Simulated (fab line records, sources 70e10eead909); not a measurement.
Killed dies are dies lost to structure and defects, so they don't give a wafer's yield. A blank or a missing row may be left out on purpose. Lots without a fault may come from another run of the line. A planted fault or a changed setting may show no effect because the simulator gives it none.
fab line records | flow nand_harc
record lots=6 wafers=18 last_day=24
route steps=1159 shown A_ONON_D1@424 A_CHANNEL_HOLE_D1@450 END@1159
lots that met no fault: from a run of the same line without faults
start_h: hours from the record's first day to the start of the lot's first wafer shown | wait_h: hours since the lot's step before | " the same as in the row above | L1.1+2: a row that stands for several wafers | - no value, or no start given | * or withheld: withheld | < > ~ a bound
route shown NAME@n: a module of which the file shows steps, and the number in the route of the first | usual: mean/standard deviation of fault-free wafers | same: alike in all rows | chamber/n: place in a boat | sites: the reading at each site | _std_site: their standard deviation | _edge_site: outer sites' mean less inner sites' | radius_mm: how far each site lies from the wafer's centre | mask NAME#n: copy n | behind: the tool/chamber that last shaped the wafer | hold: why the lot was held/for how many hours/how that ended | device: the transistor (n, p or np) that didn't switch | end of line: the same wafers' tests at the end of the route | a step without rows: its recipe alone | killed: dies lost to structure and defects at the first sort, not the wafer's yield | map: a wafer's dies, x killed, . not, _ none there
set.NAME: the setting as run; set.NAME@STEP: as run at that earlier step | model.NAME: the simulator's own value behind a step, which no gauge read
lots at some steps of the route; a table a step, a row a wafer
services: from which hour (start_h, from the record's first day; less than 0 if before it) a tool's chamber was out of use, for how many hours, and why
## steps
# step NHARC_A_ONON_D1_DEP_00
# recipe target_thk_a=10000 n2_flow_sccm=2750 n2o_flow_sccm=2000 nh3_flow_sccm=500 sih4_flow_sccm=210 temp_c=400
# step NHARC_A_ONON_D1_THK_MEAS_02
# recipe thk_meas_gauge=ellipsometry
# usual thk_nm=1001/9.9
# columns lot.wafer tool chamber start_h wait_h thk_nm
L182.3 film_metro-01 - 163.95 - 1002
L182.4 " - " " 1002
L182.6 " - " " 1003
L183.2 film_metro-01 - 170.60 - 1011
L183.5 " - " " 1011
L183.6 " - " " 1011
L187.2 film_metro-01 - 180.21 - 1002
L187.5 " - " " 1003
L187.6 " - " " 1003
L191.3 film_metro-01 - 208.54 - 1001
L191.4 " - " " 1001
L191.5 " - " " 1001
L201.1 film_metro-02 - 275.36 - 1005
L201.2 " - " " 1004
L201.5 " - " " 1007
L204.1 film_metro-01 - 287.10 - 991
L204.4 " - " " 993
L204.5 " - " " 991
# step NHARC_A_ONON_D1_DEP_03
# recipe target_thk_a=10000 n2_flow_sccm=2750 n2o_flow_sccm=2000 nh3_flow_sccm=500 sih4_flow_sccm=210 temp_c=400
# step NHARC_A_ONON_D1_THK_MEAS_05
# recipe thk_meas_gauge=ellipsometry
# usual thk_nm=1000/9.8
# columns lot.wafer tool chamber start_h wait_h thk_nm
L182.3 film_metro-01 - 164.52 - 1008
L182.4 " - " " 1006
L182.6 " - " " 1007
L183.2 film_metro-01 - 171.17 - 1008
L183.5 " - " " 1008
L183.6 " - " " 1009
L187.2 film_metro-02 - 180.78 - 1003
L187.5 " - " " 1003
L187.6 " - " " 1003
L191.3 film_metro-02 - 209.11 - 987
L191.4 " - " " 987
L191.5 " - " " 988
L201.1 film_metro-01 - 275.93 - 991
L201.2 " - " " 992
L201.5 " - " " 994
L204.1 film_metro-02 - 287.67 - 992
L204.4 " - " " 991
L204.5 " - " " 992
# step NHARC_A_ONON_D1_DEP_06
# recipe target_thk_a=10000 n2_flow_sccm=2750 n2o_flow_sccm=2000 nh3_flow_sccm=500 sih4_flow_sccm=210 temp_c=400
# step NHARC_A_ONON_D1_THK_MEAS_08
# recipe thk_meas_gauge=ellipsometry
# usual thk_nm=997/10
# columns lot.wafer tool chamber start_h wait_h thk_nm
L182.3 film_metro-01 - 165.09 - 1012
L182.4 " - " " 1010
L182.6 " - " " 1011
L183.2 film_metro-02 - 171.74 - 977
L183.5 " - " " 980
L183.6 " - " " 981
L187.2 film_metro-02 - 181.35 - 994
L187.5 " - " " 993
L187.6 " - " " 994
L191.3 film_metro-02 - 209.67 - 998
L191.4 " - " " 1000
L191.5 " - " " 998
L201.1 film_metro-02 - 276.50 - 1006
L201.2 " - " " 1004
L201.5 " - " " 1005
L204.1 film_metro-01 - 288.24 - 1000
L204.4 " - " " 1000
L204.5 " - " " 1000
# step NHARC_A_ONON_D1_DEP_09
# recipe target_thk_a=10000 n2_flow_sccm=2750 n2o_flow_sccm=2000 nh3_flow_sccm=500 sih4_flow_sccm=210 temp_c=400
# step NHARC_A_ONON_D1_THK_MEAS_11
# recipe thk_meas_gauge=ellipsometry
# usual thk_nm=1005/12
# columns lot.wafer tool chamber start_h wait_h thk_nm
L182.3 film_metro-02 - 165.65 - 996
L182.4 " - " " 996
L182.6 " - " " 996
L183.2 film_metro-02 - 172.31 - 1024
L183.5 " - " " 1025
L183.6 " - " " 1023
L187.2 film_metro-02 - 181.91 - 1000
L187.5 " - " " 998
L187.6 " - " " 1000
L191.3 film_metro-01 - 210.24 - 1007
L191.4 " - " " 1007
L191.5 " - " " 1006
L201.1 film_metro-02 - 277.06 - 990
L201.2 " - " " 989
L201.5 " - " " 989
L204.1 film_metro-01 - 288.81 - 1009
L204.4 " - " " 1008
L204.5 " - " " 1010
# step NHARC_A_ONON_D1_DEP_12
# recipe target_thk_a=10000 n2_flow_sccm=2750 n2o_flow_sccm=2000 nh3_flow_sccm=500 sih4_flow_sccm=210 temp_c=400
# step NHARC_A_ONON_D1_THK_MEAS_14
# recipe thk_meas_gauge=ellipsometry
# usual thk_nm=1000/9
# columns lot.wafer tool chamber start_h wait_h thk_nm
L182.3 film_metro-01 - 166.23 - 1000
L182.4 " - " " 1001
L182.6 " - " " 999
L183.2 film_metro-02 - 172.88 - 1019
L183.5 " - " " 1021
L183.6 " - " " 1020
L187.2 film_metro-01 - 182.47 - 991
L187.5 " - " " 993
L187.6 " - " " 993
L191.3 film_metro-01 - 210.81 - 1002
L191.4 " - " " 1003
L191.5 " - " " 1000
L201.1 film_metro-02 - 277.63 - 984
L201.2 " - " " 985
L201.5 " - " " 985
L204.1 film_metro-02 - 289.37 - 1011
L204.4 " - " " 1010
L204.5 " - " " 1011
# step NHARC_A_ONON_D1_ANNEAL_15
# recipe temp_c=750 time_s=3600
# step NHARC_A_ONON_D1_DEP_16
# recipe target_thk_a=10000 n2_flow_sccm=2750 n2o_flow_sccm=2000 nh3_flow_sccm=500 sih4_flow_sccm=210 temp_c=400
# columns lot.wafer tool chamber start_h wait_h
L182.3+4+6 pecvd_onon-01 0 172.97 0.2
L183.2+5+6 pecvd_onon-03 0 180.92 0.1
L187.2+5+6 pecvd_onon-02 0 189.15 0.1
L191.3+4+5 pecvd_onon-02 0 217.50 0.2
L201.1+2+5 pecvd_onon-01 0 284.32 0.1
L204.1+4+5 pecvd_onon-01 0 296.51 0.1
# step NHARC_A_ONON_D1_THK_MEAS_18
# recipe thk_meas_gauge=ellipsometry
# usual thk_nm=999/9.2
# columns lot.wafer tool chamber start_h wait_h thk_nm
L182.3 film_metro-01 - 173.37 - 1000
L182.4 " - " " 1001
L182.6 " - " " 1000
L183.2 film_metro-01 - 181.37 - 1003
L183.5 " - " " 1001
L183.6 " - " " 1003
L187.2 film_metro-01 - 189.61 - 994
L187.5 " - " " 995
L187.6 " - " " 996
L191.3 film_metro-02 - 217.92 - 997
L191.4 " - " " 997
L191.5 " - " " 997
L201.1 film_metro-01 - 284.85 - 1010
L201.2 " - " " 1012
L201.5 " - " " 1010
L204.1 film_metro-02 - 297.02 - 991
L204.4 " - " " 994
L204.5 " - " " 993
# step NHARC_A_ONON_D1_DEP_19
# recipe target_thk_a=10000 n2_flow_sccm=2750 n2o_flow_sccm=2000 nh3_flow_sccm=500 sih4_flow_sccm=210 temp_c=400
# step NHARC_A_ONON_D1_THK_MEAS_21
# recipe thk_meas_gauge=ellipsometry
# usual thk_nm=1001/11
# columns lot.wafer tool chamber start_h wait_h thk_nm
L182.3 film_metro-02 - 173.95 - 992
L182.4 " - " " 994
L182.6 " - " " 994
L183.2 film_metro-02 - 182.05 - 1002
L183.5 " - " " 1003
L183.6 " - " " 1003
L187.2 film_metro-02 - 190.18 - 1012
L187.5 " - " " 1011
L187.6 " - " " 1011
L191.3 film_metro-02 - 218.48 - 1009
L191.4 " - " " 1008
L191.5 " - " " 1009
L201.1 film_metro-01 - 285.42 - 1009
L201.2 " - " " 1007
L201.5 " - " " 1009
L204.1 film_metro-01 - 297.59 - 992
L204.4 " - " " 993
L204.5 " - " " 993
# step NHARC_A_ONON_D1_DEP_22
# recipe target_thk_a=10000 n2_flow_sccm=2750 n2o_flow_sccm=2000 nh3_flow_sccm=500 sih4_flow_sccm=210 temp_c=400
# step NHARC_A_ONON_D1_THK_MEAS_24
# recipe thk_meas_gauge=ellipsometry
# usual thk_nm=1001/10
# columns lot.wafer tool chamber start_h wait_h thk_nm
L182.3 film_metro-02 - 174.51 - 1013
L182.4 " - " " 1012
L182.6 " - " " 1013
L183.2 film_metro-02 - 182.62 - 996
L183.5 " - " " 998
L183.6 " - " " 996
L187.2 film_metro-01 - 190.75 - 1016
L187.5 " - " " 1017
L187.6 " - " " 1017
L191.3 film_metro-02 - 219.05 - 1020
L191.4 " - " " 1020
L191.5 " - " " 1018
L201.1 film_metro-01 - 285.99 - 1020
L201.2 " - " " 1019
L201.5 " - " " 1020
L204.1 film_metro-01 - 298.18 - 1001
L204.4 " - " " 1001
L204.5 " - " " 1000
# step NHARC_A_ONON_D1_DEP_25
# recipe target_thk_a=10000 n2_flow_sccm=2750 n2o_flow_sccm=2000 nh3_flow_sccm=500 sih4_flow_sccm=210 temp_c=400
# step NHARC_A_ONON_D1_THK_MEAS_27
# recipe thk_meas_gauge=ellipsometry
# usual thk_nm=998/9.7
# columns lot.wafer tool chamber start_h wait_h thk_nm
L182.3 film_metro-01 - 175.08 - 992
L182.4 " - " " 991
L182.6 " - " " 993
L183.2 film_metro-02 - 183.18 - 1004
L183.5 " - " " 1003
L183.6 " - " " 1003
L187.2 film_metro-02 - 191.31 - 1004
L187.5 " - " " 1003
L187.6 " - " " 1005
L191.3 film_metro-02 - 219.62 - 1013
L191.4 " - " " 1013
L191.5 " - " " 1011
L201.1 film_metro-01 - 286.56 - 994
L201.2 " - " " 993
L201.5 " - " " 995
L204.1 film_metro-01 - 298.76 - 998
L204.4 " - " " 995
L204.5 " - " " 995
# step NHARC_A_ONON_D1_DEP_28
# recipe target_thk_a=10000 n2_flow_sccm=2750 n2o_flow_sccm=2000 nh3_flow_sccm=500 sih4_flow_sccm=210 temp_c=400
# step NHARC_A_ONON_D1_THK_MEAS_30
# recipe thk_meas_gauge=ellipsometry
# usual thk_nm=998/9.7
# columns lot.wafer tool chamber start_h wait_h thk_nm
L182.3 film_metro-01 - 175.65 - 994
L182.4 " - " " 993
L182.6 " - " " 993
L183.2 film_metro-01 - 183.74 - 1001
L183.5 " - " " 1003
L183.6 " - " " 1002
L187.2 film_metro-02 - 191.88 - 995
L187.5 " - " " 995
L187.6 " - " " 994
L191.3 film_metro-02 - 220.19 - 993
L191.4 " - " " 991
L191.5 " - " " 992
L201.1 film_metro-02 - 287.13 - 1009
L201.2 " - " " 1011
L201.5 " - " " 1008
L204.1 film_metro-02 - 299.33 - 997
L204.4 " - " " 996
L204.5 " - " " 997
# step NHARC_A_ONON_D1_DEP_33
# recipe target_thk_a=2000 temp_c=400 pressure_torr=6.5 rf_w=900 teos_flow_sccm=161.4 flow_sccm=2650 target_thk_nm=200 gas=O2 material=SiO2
# usual heater_power_w=517/110 throttle_valve_pct=16.0/0.58
# columns lot.wafer tool chamber start_h wait_h heater_power_w throttle_valve_pct
L182.3 pecvd-01 0 175.70 0.1 682 16.0
L182.4 " 0 " " 679 15.8
L182.6 " 2 " " 470 16.3
L183.2 pecvd-03 1 183.80 0.1 532 15.7
L183.6 " 1 " " 553 15.5
L183.5 " 2 " " 525 15.5
L187.2 pecvd-02 2 192.03 0.1 446 17.1
L187.5 " 0 " " 575 15.9
L187.6 " 2 " " 328 17.1
L191.3 pecvd-02 1 220.39 0.2 450 15.4
L191.4 " 2 " " 444 16.9
L191.5 " 1 " " 451 15.7
L201.1 pecvd-01 1 287.34 0.2 658 15.6
L201.2 " 0 " " 614 15.4
L201.5 " 0 " " 618 15.8
L204.1 pecvd-01 2 299.39 0.1 399 16.4
L204.4 " 0 " " 659 15.6
L204.5 " 1 " " 592 15.4
# step NHARC_A_ONON_D1_THK_MEAS_34
# recipe thk_meas_gauge=ellipsometry
# usual thk_nm=199.3/2.6
# columns lot.wafer tool chamber start_h wait_h thk_nm
L182.3 film_metro-01 - 176.12 - 198.6
L182.4 " - " " 202.8
L182.6 " - " " 199.9
L183.2 film_metro-01 - 184.21 - 196.5
L183.5 " - " " 199.9
L183.6 " - " " 199.6
L187.2 film_metro-01 - 192.35 - 198.5
L187.5 " - " " 199.7
L187.6 " - " " 199.3
L191.3 film_metro-02 - 220.74 - 199.3
L191.4 " - " " 198.0
L191.5 " - " " 199.1
L201.1 film_metro-01 - 287.75 - 197.9
L201.2 " - " " 200.2
L201.5 " - " " 203.3
L204.1 film_metro-01 - 299.80 - 200.0
L204.4 " - " " 204.9
L204.5 " - " " 203.0
# step NHARC_A_CHANNEL_HOLE_D1_DEP_00
# recipe target_thk_a=31000 temp_c=400 material=aC
# usual throttle_valve_pct=35.000/0.01
# columns lot.wafer tool chamber start_h wait_h throttle_valve_pct
L182.3 acl_dep-03 0 183.46 7.3 34.990
L182.4 " 0 " " 34.977
L182.6 " 0 " " 34.993
L183.2 acl_dep-03 0 187.52 3.2 34.981
L183.5 " 0 " " 35.009
L183.6 " 0 " " 34.997
L187.2 acl_dep-02 0 195.20 2.8 35.014
L187.5 " 0 " " 34.997
L187.6 " 0 " " 35.014
L191.3 acl_dep-02 0 221.50 0.7 35.006
L191.4 " 0 " " 35.003
L191.5 " 0 " " 34.997
L201.1 acl_dep-01 0 289.61 1.8 34.991
L201.2 " 0 " " 34.999
L201.5 " 0 " " 35.010
L204.1 acl_dep-03 0 303.10 3.2 35.000
L204.4 " 0 " " 35.004
L204.5 " 0 " " 34.982
# step NHARC_A_CHANNEL_HOLE_D1_DEP_01
# recipe target_thk_a=1400 target_thk_nm=140 temp_c=400 pressure_torr=3.5 flow_sccm=200 rf_w=350 material=SiON
# usual heater_power_w=735/100
# columns lot.wafer tool chamber start_h wait_h heater_power_w
L182.3 pecvd-02 0 184.78 1.0 761
L182.4 " 2 " " 612
L182.6 " 0 " " 766
L183.2 pecvd-01 0 189.17 1.3 845
L183.5 " 2 " " 604
L183.6 " 0 " " 845
L187.2 pecvd-02 0 196.96 1.4 798
L187.5 " 0 " " 825
L187.6 " 2 " " 547
L191.3 pecvd-04 2 222.85 1.0 736
L191.4 " 2 " " 754
L191.5 " 1 " " 703
L201.1 pecvd-02 0 291.54 1.6 843
L201.2 " 1 " " 760
L201.5 " 0 " " 682
L204.1 pecvd-01 2 305.05 1.6 510
L204.5 " 0 " " 833
L204.4 " 2 " " 519
# step NHARC_A_CHANNEL_HOLE_D1_DEHYDRATE_02
# recipe temp_c=150 time_s=120
# step NHARC_A_CHANNEL_HOLE_D1_HMDS_03
# recipe time_s=30
# step NHARC_A_CHANNEL_HOLE_D1_COAT_36
# recipe temp_c=260 time_s=75
# step NHARC_A_CHANNEL_HOLE_D1_COAT_37
# recipe temp_c=225 time_s=65
# step NHARC_A_CHANNEL_HOLE_D1_COAT_04
# recipe spin_rpm=1500 resist_thk_nm=90
# step NHARC_A_CHANNEL_HOLE_D1_SOFTBAKE_05
# recipe temp_c=105 time_s=55
# step NHARC_A_CHANNEL_HOLE_D1_EBR_06
# step NHARC_A_CHANNEL_HOLE_D1_EXPOSE_07
# recipe na=1.35 target_cd_nm=100 sigma_outer=0.3 dose_mj=59.65 mask_id=HOLE_D1
# step NHARC_A_CHANNEL_HOLE_D1_PEB_08
# recipe peb_temp_c=100 peb_time_s=65
# step NHARC_A_CHANNEL_HOLE_D1_DEVELOP_09
# recipe develop_time_s=35 dev_temp_c=23
# step NHARC_A_CHANNEL_HOLE_D1_CD_MEAS_10
# recipe target_cd_nm=100 landing_energy_ev=500
# usual cd_nm=100.1/0.45
# columns lot.wafer tool chamber start_h wait_h cd_nm
L182.3 cd_sem-03 0 185.52 - 100.3
L182.4 " 0 " " 99.1
L182.6 " 0 " " 100.2
L183.2 cd_sem-03 0 189.71 - 100.7
L183.5 " 0 " " 100.7
L183.6 " 0 " " 100.2
L187.2 cd_sem-02 0 197.69 - 100.7
L187.5 " 0 " " 101.1
L187.6 " 0 " " 100.3
L191.3 cd_sem-02 0 223.58 - 99.9
L191.4 " 0 " " 99.9
L191.5 " 0 " " 100.6
L201.1 cd_sem-01 0 292.30 - 99.8
L201.2 " 0 " " 100.1
L201.5 " 0 " " 99.7
L204.1 cd_sem-01 0 305.72 - 99.9
L204.4 " 0 " " 99.6
L204.5 " 0 " " 99.3
# step NHARC_A_CHANNEL_HOLE_D1_OVL_MEAS_11
# usual overlay_x_nm=0.1/0.9 overlay_y_nm=-0.3/0.94
# columns lot.wafer tool chamber start_h wait_h overlay_x_nm overlay_y_nm
L182.3 overlay-02 - 185.61 - 1.2 -1.0
L182.4 " - " " 0.9 -0.6
L182.6 " - " " 0.7 -1.3
L183.2 overlay-01 - 189.80 - -2.0 -1.9
L183.5 " - " " -2.2 -1.4
L183.6 " - " " -2.0 -1.9
L187.2 overlay-02 - 197.78 - 0.0 0.0
L187.5 " - " " 0.8 -0.2
L187.6 " - " " -0.1 -0.4
L191.3 overlay-02 - 223.66 - 0.5 -1.9
L191.4 " - " " 0.4 -0.7
L191.5 " - " " -0.1 -1.3
L201.1 overlay-02 - 292.39 - 0.7 0.5
L201.2 " - " " 0.5 1.4
L201.5 " - " " 0.2 0.3
L204.1 overlay-02 - 305.80 - 1.7 1.8
L204.4 " - " " 1.5 1.7
L204.5 " - " " 1.4 1.8
# step NHARC_A_CHANNEL_HOLE_D1_DESCUM_15
# recipe time_s=3 o2_flow_sccm=200 ar_flow_sccm=0 bias_power_w=0 chemistry=O2
# usual drypump_motor_current_A=5.6/0.55 oes_product_au=0.994/0.01 rf_vpp_V=57.7/0.94 showerhead_plenum_p_Torr=1.92/0.086 throttle_valve_pct=11.312/0.0085
# same bias_power_w=0
# columns lot.wafer tool chamber start_h wait_h drypump_motor_current_A oes_product_au rf_hours_counter_h rf_vpp_V showerhead_plenum_p_Torr throttle_valve_pct
L182.3 rie_diel-10 0 185.71 0.1 5.9 0.993 0 58.8 1.84 11.315
L182.4 " 2 " " 5.3 0.988 0 58.2 1.89 11.306
L182.6 " 0 " " 5.9 0.994 - 57.8 1.84 11.326
L183.2 rie_diel-12 0 189.90 0.1 6.7 1.006 9 57.6 2.06 11.307
L183.6 " 0 " " 6.7 1.010 - 58.5 2.06 11.310
L183.5 " 1 " " 5.7 0.999 - 56.1 1.92 11.324
L187.2 rie_diel-12 0 197.89 0.1 6.7 0.992 10 58.6 2.06 11.325
L187.6 " 2 " " 5.1 0.992 - 57.4 1.92 11.313
L187.5 " 3 " " 5.1 0.993 - 58.3 2.02 11.297
L191.3 rie_diel-12 3 223.77 0.1 5.2 0.992 1 57.6 2.01 11.307
L191.4 " 1 " " 5.7 0.975 1 55.9 1.92 11.303
L191.5 " 3 " " 5.2 0.986 - 59.5 2.01 11.310
L201.1 rie_diel-12 1 292.49 0.1 5.7 0.999 5 57.9 1.92 11.310
L201.2 " 3 " " 5.2 0.981 5 58.5 2.01 11.314
L201.5 " 1 " " 5.7 0.986 - 58.3 1.92 11.334
L204.1 rie_diel-12 3 305.91 0.1 5.1 0.991 6 58.6 2.01 11.316
L204.4 " 1 " " 5.7 0.989 7 56.5 1.92 11.309
L204.5 " 3 " " 5.1 0.982 - 58.2 2.01 11.305
# step NHARC_END_SORT_01
# recipe temp_c=25
# usual killed_at_array=27/9.3 killed_at_other=0.9/1.3 killed_at_periphery=3.6/2.7 killed_dies=31/9.7 killed_open=3.3/1.8 killed_short=2.0/1.5
# same gross_dies=677
# columns lot.wafer tool chamber start_h wait_h killed_at_array killed_at_other killed_at_periphery killed_dies killed_open killed_short
L187.2 prober-02 0 455.30 2.8 13 1 1 15 3 3
L187.5 prober-02 0 457.72 3.7 10 2 0 12 3 3
L187.6 prober-02 0 458.53 4.0 15 1 2 18 5 0
L182.3 prober-02 0 465.39 3.1 31 0 8 39 2 2
L182.4 prober-02 0 466.19 3.4 19 0 4 23 2 3
L182.6 prober-02 0 467.77 4.0 28 1 10 39 3 3
L191.3 prober-01 0 482.31 3.1 45 0 6 51 1 1
L191.4 prober-01 0 483.10 3.4 50 0 1 51 3 1
L191.5 prober-01 0 483.90 3.7 34 1 5 40 7 3
L201.1 prober-01 0 556.58 2.5 72 1 2 75 3 2
L201.2 prober-01 0 557.39 2.8 75 0 2 77 2 2
L201.5 prober-01 0 559.81 3.7 80 1 3 84 0 1
L204.1 prober-02 0 570.41 2.5 100 6 1 107 3 3
L204.4 prober-02 0 572.84 3.4 91 5 2 98 6 0
L204.5 prober-02 0 573.65 3.7 93 5 1 99 3 4
# killed by level:class
L187.2 A_ONON_D1:geometric_particle:short=2 A_CHANNEL_HOLE_D1:chamber_film_flake=2 A_STAIRCASE:chamber_film_flake=2 A_CONTACT:chamber_film_flake=2 P_CONTACT:geometric_particle:open=1 A_CHANNEL_FILL_D1:geometric_particle:short=1 A_CONTACT:geometric_particle:open=1 A_M0:geometric_particle:open=1
L187.5 A_CHANNEL_FILL_D1:geometric_particle:short=2 A_CHANNEL_HOLE_D1:chamber_film_flake=2 A_CONTACT:chamber_film_flake=2 THIN_TSV:chamber_film_flake=2 A_ONON_D1:geometric_particle:open=1 A_SGD_CUT:geometric_particle:short=1 A_SGD_CUT:geometric_particle:open=1 A_M0:geometric_particle:open=1
L187.6 A_STAIRCASE:chamber_film_flake=4 A_CHANNEL_HOLE_D1:chamber_film_flake=3 A_ONON_D1:geometric_particle:open=2 P_STI:chamber_film_flake=2 A_SOURCE_PLATE:geometric_particle:open=1 A_BLC:geometric_particle:open=1 A_M0:geometric_particle:open=1 A_CHANNEL_FILL_D1:chamber_film_flake=1
L182.3 A_SLIT:chamber_film_flake=12 A_CHANNEL_HOLE_D1:chamber_film_flake=6 A_CONTACT:chamber_film_flake=6 P_ZERO_WELL:chamber_film_flake=4 P_STI:chamber_film_flake=4 A_CHANNEL_FILL_D1:geometric_particle:open=2 A_STAIRCASE:chamber_film_flake=2 A_CHANNEL_FILL_D1:geometric_particle:short=1
L182.4 A_SLIT:chamber_film_flake=8 A_CHANNEL_HOLE_D1:chamber_film_flake=4 P_ZERO_WELL:chamber_film_flake=3 A_CONTACT:chamber_film_flake=2 A_CHANNEL_FILL_D1:geometric_particle:short=1 A_CONTACT:geometric_particle:open=1 A_BLC:geometric_particle:short=1 A_M1:geometric_particle:open=1
L182.6 A_SLIT:chamber_film_flake=8 A_CONTACT:chamber_film_flake=6 P_STI:chamber_film_flake=5 A_STAIRCASE:chamber_film_flake=5 A_CHANNEL_HOLE_D1:chamber_film_flake=4 A_WL_FILL:geometric_particle:short=2 A_CONTACT:geometric_particle:open=2 P_ZERO_WELL:chamber_film_flake=2
L191.3 A_CHANNEL_HOLE_D1:chamber_film_flake=16 A_SLIT:chamber_film_flake=14 A_CONTACT:chamber_film_flake=8 P_M2:chamber_film_flake=4 A_WL_FILL:chamber_film_flake=4 A_STAIRCASE:chamber_film_flake=2 P_M0:geometric_particle:short=1 A_M1:geometric_particle:open=1
L191.4 A_SLIT:chamber_film_flake=17 A_CHANNEL_HOLE_D1:chamber_film_flake=14 A_CONTACT:chamber_film_flake=6 A_STAIRCASE:chamber_film_flake=5 A_WL_FILL:chamber_film_flake=3 A_ONON_D1:geometric_particle:short=1 A_ONON_D1:geometric_particle:open=1 A_CONTACT:geometric_particle:open=1
L191.5 A_CHANNEL_HOLE_D1:chamber_film_flake=15 A_SLIT:chamber_film_flake=8 A_M0:geometric_particle:open=3 P_M2:chamber_film_flake=3 A_CONTACT:chamber_film_flake=2 P_STI:geometric_particle:short=1 P_GATE:geometric_particle:open=1 A_CHANNEL_HOLE_D1:geometric_particle:open=1
L201.1 A_ONON_D1:unspecified=60 A_CHANNEL_HOLE_D1:chamber_film_flake=6 A_BLC:geometric_particle:open=2 A_ONON_D1:geometric_particle:short=1 A_CONTACT:geometric_particle:open=1 A_CONTACT:geometric_particle:short=1 P_STI:chamber_film_flake=1 P_GATE:chamber_film_flake=1
L201.2 A_ONON_D1:unspecified=62 A_CONTACT:chamber_film_flake=4 A_CHANNEL_HOLE_D1:chamber_film_flake=2 A_STAIRCASE:chamber_film_flake=2 P_CONTACT:geometric_particle:open=1 A_ONON_D1:geometric_particle:short=1 A_CONTACT:geometric_particle:short=1 A_M0:geometric_particle:open=1
L201.5 A_ONON_D1:unspecified=67 A_CHANNEL_HOLE_D1:chamber_film_flake=6 A_CONTACT:chamber_film_flake=5 P_STI:chamber_film_flake=3 A_WL_FILL:geometric_particle:short=1 A_STAIRCASE:chamber_film_flake=1 THIN_TSV:chamber_film_flake=1
L204.1 A_ONON_D1:unspecified=63 A_SLIT:chamber_film_flake=16 A_CHANNEL_HOLE_D1:chamber_film_flake=9 THIN_TSV:chamber_film_flake=6 A_CONTACT:chamber_film_flake=4 A_STAIRCASE:chamber_film_flake=3 P_CONTACT:geometric_particle:open=1 A_ONON_D1:geometric_particle:short=1
L204.4 A_ONON_D1:unspecified=60 A_SLIT:chamber_film_flake=16 THIN_TSV:chamber_film_flake=5 A_CHANNEL_HOLE_D1:chamber_film_flake=4 A_CONTACT:geometric_particle:open=3 A_CONTACT:chamber_film_flake=2 A_BONDPAD:chamber_film_flake=2 P_GATE:geometric_particle:open=1
L204.5 A_ONON_D1:unspecified=60 A_SLIT:chamber_film_flake=14 A_CHANNEL_HOLE_D1:chamber_film_flake=7 THIN_TSV:chamber_film_flake=5 A_CONTACT:chamber_film_flake=3 A_STAIRCASE:chamber_film_flake=3 A_M0:geometric_particle:short=2 P_CONTACT:geometric_particle:open=1
# map L201.5 (x killed, . not)
____________x____________
_________.....x._________
_______.......xx.._______
______......xx.....______
_____....x.........._____
____.................____
____.................____
___...................___
___...................___
__..............x......__
__.....................__
_.................x....._
_x......................_
_..................x...x_
_......................._
_......................._
.........................
......................x..
.........................
.........................
.........................
_................x......_
_......................._
_.................x...x._
_............x.x...x...._
_..............xxxxxx..._
__.....x.........xx.xx.__
__...........x.xxxxxxx.__
___...........xxxxxxxx___
___............xxxxxxx___
____......x...xxxxxxx____
____..........xxxxxxx____
_____.........xxxxxx_____
______.......x.xxxx______
_______.x....x.xxx_______
_________......._________
____________.____________
# map L204.1 (x killed, . not)
____________.____________
_________......._________
_______..........._______
______.............______
_____..............._____
____...........x.....____
____.................____
___...................___
___....x.........x.x..___
__x....................__
__......x.....x.x......__
_...........x.....x....._
_......x.x.............._
_...x..xx......x........_
_....xxxxxx....x........_
_......xx..............._
.......xx.xx.............
.......xxx.x.............
........x................
................x........
..x......................
_..x...................._
_.......x..xx..........._
_......x................_
_......................._
_..x............x......._
__............xxxx.xxx.__
__..........x.xxxxxxxxx__
___...........xxxxxxxx___
___............xxxxxxx___
____..........xxxxxxx____
____.....x....xxxxxxx____
_____.........xxxxxx_____
______.......xxxxxx______
_______........xxx_______
_________...x..x_________
____________.____________
## services
# columns tool chamber start_h hours kind
pecvd_onon-03 - 153.00 13.0 pm
pecvd-02 - 153.14 13.0 pm
pecvd-02 0 153.14 13.0 vent_cycle
pecvd-02 1 153.14 13.0 vent_cycle
pecvd-02 2 153.14 13.0 vent_cycle
rie_diel-12 0 157.24 - clean
acl_dep-02 - 168.00 13.0 pm
pecvd-03 - 168.33 5.8 repair
pecvd-02 2 170.18 2.3 repair
rie_diel-10 - 176.50 9.0 pm
pecvd-04 - 195.00 13.0 pm
pecvd_onon-01 - 195.00 13.0 pm
acl_dep-03 - 202.30 16.1 repair
rie_diel-12 - 202.40 9.0 pm
pecvd_onon-01 - 211.17 6.2 repair
rie_diel-10 0 225.25 10.0 repair
acl_dep-03 - 225.42 13.0 pm
pecvd-01 - 237.00 13.0 pm
pecvd_onon-02 - 237.84 1.5 repair
pecvd-04 1 251.46 5.5 repair
pecvd-01 - 254.11 0.8 repair
pecvd-03 - 292.26 13.0 pm
pecvd_onon-02 - 292.27 13.0 pm
acl_dep-01 - 293.74 13.0 pm
## key
first_sign step=NHARC_END_SORT_01 reading=killed_at_array direction=up sigmas=6.3 usual=27 struck=85
effect step=NHARC_END_SORT_01 reading=killed_dies direction=up sigmas=6.1 usual=31 struck=90
more_kills_born_at NHARC_A_ONON_D1_DEP_16@pecvd_onon-01=372
met_at NHARC_A_ONON_D1_DEP_16
struck_wafers L201.1,L201.2,L201.5,L204.1,L204.4,L204.5
tester_left_out L201,L204
onset_between 172.97 284.32
also_fits time
fault kind=chamber_particle_source tool=pecvd_onon-01 chamber=- onset_h=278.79 steps=NHARC_A_ONON_D1_DEP_16 rate_per_visit_cm2=0.50936 end_h=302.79
# tester_left_out: of these lots the tester's yield and bins aren't shown, on N5 and GAA mostly nor the transistor test; their killed dies are dies lost to structure and defects alone, not to doping, threshold or leakage, so they don't give the yield
